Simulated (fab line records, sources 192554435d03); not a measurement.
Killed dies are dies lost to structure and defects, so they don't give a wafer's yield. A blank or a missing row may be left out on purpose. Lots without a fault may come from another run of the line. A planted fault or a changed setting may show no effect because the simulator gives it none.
Which tool did it? | flow n5_finfet | 12 lots, 36 wafers sampled, at 1 step of a route of 1938

WHAT THE GAUGES READ, wafer by wafer
N5_START_INSPECT_01: inspects for defects (unpatterned scan).
lot  | measured    | on                | raw_defect_count
L075 | day 1 18:02 | defect_inspect-02 | 9 6 5
L077 | day 2 06:02 | defect_inspect-02 | 3 10 5
L079 | day 2 18:02 | defect_inspect-01 | 12 7 7
L081 | day 3 06:02 | defect_inspect-01 | 5 4 8
L083 | day 3 18:02 | defect_inspect-01 | 8 4 9
L085 | day 4 06:02 | defect_inspect-02 | 9 10 7
L087 | day 4 18:02 | defect_inspect-02 | 11 5 5
L089 | day 5 06:02 | defect_inspect-01 | 2 8 8
L091 | day 5 18:02 | defect_inspect-01 | 5 9 7
L093 | day 6 06:02 | defect_inspect-02 | 7 8 6
L095 | day 6 18:02 | defect_inspect-01 | 7 6 2
L097 | day 7 06:02 | defect_inspect-01 | 6 4 12

WHICH TOOL RAN EACH LOT (tool, then ch and the chambers of the sampled wafers, then the start)
The record holds no process step before these readings.

THE ANSWER, worked out from the rows above alone
Rule: what is usual is taken from the lots themselves. Put in order of their means at a reading, lots are off if they are a third of the lots or fewer, leave a main group of 4 or more, and stand apart from it by a gap of 3 or more times the standard deviation of the main group's means; of several such gaps the widest counts. A main group whose means are all the same, to the digits that the tables above print for the reading, isn't used. A lot without any number at a reading at which 4 lots or more have one is off too. The other lots that the step has rows for count as sound.
No lot is off at any reading shown: from this, nothing can be told.

WHAT THE SIMULATOR HAD PUT IN
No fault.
